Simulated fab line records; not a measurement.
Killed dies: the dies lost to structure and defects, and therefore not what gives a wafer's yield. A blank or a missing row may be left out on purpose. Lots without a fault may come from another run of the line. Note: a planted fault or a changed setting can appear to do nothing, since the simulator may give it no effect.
Which tool is to blame? | flow n5Finfet | 27 wafers from 9 lots sampled at 3 of the route's 1938 steps

== WHAT THE GAUGES SHOWED, per wafer ==
N5_GATE_CUT_INSPECT_15: inspects for defects (brightfield).
lot  | measured     | on               | rawDefectCount
L939 | day 5 01:41  | defectInspect-01 | 52 85 81
L940 | day 5 04:13  | defectInspect-01 | 80 86 80
L942 | day 5 14:39  | defectInspect-01 | 96 152 122
L945 | day 6 07:27  | defectInspect-02 | 93 96 91
L948 | day 7 02:05  | defectInspect-01 | 121 97 135
L949 | day 7 04:47  | defectInspect-02 | 169 157 166
L953 | day 8 05:57  | defectInspect-01 | 89 107 74
L959 | day 9 18:29  | defectInspect-02 | 101 134 106
L960 | day 10 01:25 | defectInspect-01 | 87 61 96

== WHICH TOOL RAN EACH LOT (tool, then ch and the chambers of the sampled wafers, then the start) ==
lot  | N5_HKMG_FIN_STRIP_34             | N5_HKMG_FIN_STRIP_89
L939 | rieDiel-01 ch 1,2,3, day 4 17:35 | rieDiel-01 ch 2,3, day 4 18:47
L940 | rieDiel-06 ch 0,1, day 4 20:22   | rieDiel-06 ch 0,1,3, day 4 21:33
L942 | rieDiel-05 ch 0,1,3, day 5 06:42 | rieDiel-01 ch 0,1,2, day 5 07:48
L945 | rieDiel-05 ch 0,2,3, day 5 23:25 | rieDiel-05 ch 0,1,3, day 6 00:35
L948 | rieDiel-01 ch 0,2, day 6 18:13   | rieDiel-06 ch 0,2,3, day 6 19:19
L949 | rieDiel-05 ch 1,2,3, day 6 20:46 | rieDiel-01 ch 2,3, day 6 21:52
L953 | rieDiel-05 ch 1,2, day 7 21:47   | rieDiel-01 ch 2,3, day 7 22:53
L959 | rieDiel-01 ch 1,2,3, day 9 10:19 | rieDiel-01 ch 0,1,2, day 9 11:34
L960 | rieDiel-06 ch 0,1,3, day 9 17:26 | rieDiel-06 ch 0,1,3, day 9 18:38
- N5_HKMG_FIN_STRIP_34: strips in CF4.
- N5_HKMG_FIN_STRIP_89: strips SOC in N2/H2, time 20 s.

== THE ANSWER, worked out from the rows above alone ==
Rule: what is usual is taken from the lots themselves. Put in order of their means at a reading, lots are off if they are a third of the lots or fewer, leave a main group of 4 or more, and stand apart from it by a gap of 3 or more times the standard deviation of the main group's means; of several such gaps the widest counts. The tables above print the reading to a certain number of digits; a main group whose means all agree to those digits is not used. A lot without any number at a reading at which 4 lots or more have one is off too. Where the step has rows for the other lots, those lots are counted as sound.
No lot is off on any of the readings shown, so nothing can be concluded from this.

== WHAT HAD BEEN PUT IN BY THE SIMULATOR ==
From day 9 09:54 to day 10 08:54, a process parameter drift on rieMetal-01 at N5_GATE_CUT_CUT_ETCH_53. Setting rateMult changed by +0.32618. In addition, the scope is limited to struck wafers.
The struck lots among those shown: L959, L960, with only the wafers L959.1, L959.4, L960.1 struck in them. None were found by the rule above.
